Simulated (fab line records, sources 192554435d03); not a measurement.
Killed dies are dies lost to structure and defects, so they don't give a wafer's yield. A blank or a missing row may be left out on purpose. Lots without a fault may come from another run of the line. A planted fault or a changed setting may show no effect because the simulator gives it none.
A struck lot beside a sound one | flow n5_finfet | 18 steps out of a route of 1938
Sound: wafers L972.1, L972.4, L972.5. Struck: wafer L989.5. (L989.3, L989.6 of the same lot were not struck and are left out.) The cause comes at the end.
At each step with rows: each side's tool, then ch and its chambers, then its first start. Under that, the readings that differ: sound wafers | struck wafers | difference of the means | sigmas: that difference in standard deviations of wafers without a fault.
alike: readings whose means differ by less than 2 such deviations, and words and numbers that are the same on both sides. not compared: withheld readings, readings that some wafer has no value for, bounds like >300 that may hide the same value, and numbers for which the record gives no deviation and whose values overlap.
The two part at a step that has a row with sigmas, a row that says differs or no value, or rows on one side only. Numbers that don't overlap but have no deviation are shown without sigmas and don't part them. A reading that every wafer of one side lacks parts them only if that side has two wafers or more.

first, 7 steps without rows for these wafers: N5_BEOL_M0_SAQP_COAT_82 (time 60 s, resist thk 30 nm); N5_BEOL_M0_SAQP_COAT_08 (resist thk 90 nm); N5_BEOL_M0_SAQP_EBR_10; N5_BEOL_M0_SAQP_SOFTBAKE_09 (time 60 s); N5_BEOL_M0_SAQP_EXPOSE_11 (exposes mask M0 CORE, target cd 42 nm); N5_BEOL_M0_SAQP_PEB_12 (peb time 60 s); N5_BEOL_M0_SAQP_DEVELOP_13 (develop time 30 s).
N5_BEOL_M0_SAQP_CD_MEAS_14: target cd 42.5 nm.
  sound on cd_sem-01 ch 0, day 5 09:22; struck on cd_sem-01 ch 0, day 9 18:10
  alike: cd_nm
N5_BEOL_M0_SAQP_OVL_MEAS_15:
  sound on overlay-01 ch 0, day 5 09:24; struck on overlay-02 ch 0, day 9 18:12
  reading          | sound       | struck | difference | sigmas
  M0_CORE_OVL (nm) | 0.1 0.3 0.9 | -1.3   | -1.7       | -2
N5_BEOL_M0_SAQP_INSPECT_16: inspects for defects (brightfield).
  sound on defect_inspect-01, day 5 09:26; struck on defect_inspect-02, day 9 18:13
  alike: raw_defect_count
N5_BEOL_M0_SAQP_DESCUM_19: chemistry O2, time 7.9 s.
  sound on rie_diel-06 ch 1,3, day 5 09:32; struck on rie_diel-06 ch 3, day 9 18:25
  reading            | sound             | struck | difference | sigmas
  rf_fwd_power_W (W) | 49.41 49.20 48.99 | 49.77  | +0.57      | +2
  alike: drypump_motor_current_A, oes_product_au, rf_vpp_V, showerhead_plenum_p_Torr, throttle_valve_pct
  not compared: rf_hours_counter_h
N5_BEOL_M0_SAQP_ETCH_83: etches SiARC in CF4, target depth 39 nm, time 65 s.
  sound on rie_diel-06 ch 1,3, day 5 09:34; struck on rie_diel-06 ch 3, day 9 18:27
  alike: cf4_flow_sccm, drypump_motor_current_A, etch_rf_on_time_s, oes_product_au, rf_fwd_power_W, rf_vpp_V, showerhead_plenum_p_Torr, throttle_valve_pct
  not compared: rf_hours_counter_h
N5_BEOL_M0_SAQP_ETCH_84: etches SOC in N2/H2, target depth 100 nm, overetch 20 nm, time 150 s.
  sound on rie_diel-06 ch 1,3, day 5 09:37; struck on rie_diel-06 ch 3, day 9 18:30
  reading                                         | sound          | struck | difference | sigmas
  model.SiARC_of_BEOL_M0_SAQP_COAT_82.thk_nm (nm) | 24.2 24.2 24.2 | 21.6   | -2.6       |
  alike: drypump_motor_current_A, oes_product_au, rf_fwd_power_W, rf_vpp_V, showerhead_plenum_p_Torr, throttle_valve_pct
  not compared: rf_hours_counter_h
then, 1 step without rows for these wafers: N5_BEOL_M0_SAQP_STRIP_80 (strips in N2/H2).
N5_BEOL_M0_SAQP_HM_OPEN_112: chemistry CHF3/O2, target SiO2, stops on a-Si, target depth 12 nm, time 13.5 s.
  sound on rie_diel-06 ch 1,3, day 5 09:43; struck on rie_diel-06 ch 3, day 9 18:36
  reading                                         | sound   | struck | difference | sigmas
  model.SiARC_of_BEOL_M0_SAQP_COAT_82.thk_nm (nm) | 4.6 5 5 | 2.4    | -2.5       |
  alike: drypump_motor_current_A, oes_product_au, rf_fwd_power_W, rf_vpp_V, showerhead_plenum_p_Torr, throttle_valve_pct
  not compared: rf_hours_counter_h
then, 1 step without rows for these wafers: N5_BEOL_M0_SAQP_STRIP_113 (strips in CHF3/O2).
-- the record jumps here: 3 days lie between the struck wafers' starts before and after (it left off in module BEOL_M0_SAQP and takes up again in module BEOL_M4, whose first step shown is number 1111 of the route) --
N5_BEOL_M4_RC_MEAS_101:
  sound on prober-02 ch 0, day 8 11:57; struck on prober-02 ch 0, day 12 09:44
  reading   | sound          | struck | difference | sigmas
  VT_P (mV) | -256 -257 -254 | -249   | +7         | +2
  alike: DIBL_N, DIBL_P, IOFF_N, IOFF_P, ION_N, ION_P, SS_N, SS_P, VT_N
then, 1 step without rows for these wafers: N5_PASSIVATION_PROBE_49.

WHERE THEY PART
First at N5_BEOL_M0_SAQP_OVL_MEAS_15; last, within this record, at N5_BEOL_M4_RC_MEAS_101.

WHY: what the simulator had put in
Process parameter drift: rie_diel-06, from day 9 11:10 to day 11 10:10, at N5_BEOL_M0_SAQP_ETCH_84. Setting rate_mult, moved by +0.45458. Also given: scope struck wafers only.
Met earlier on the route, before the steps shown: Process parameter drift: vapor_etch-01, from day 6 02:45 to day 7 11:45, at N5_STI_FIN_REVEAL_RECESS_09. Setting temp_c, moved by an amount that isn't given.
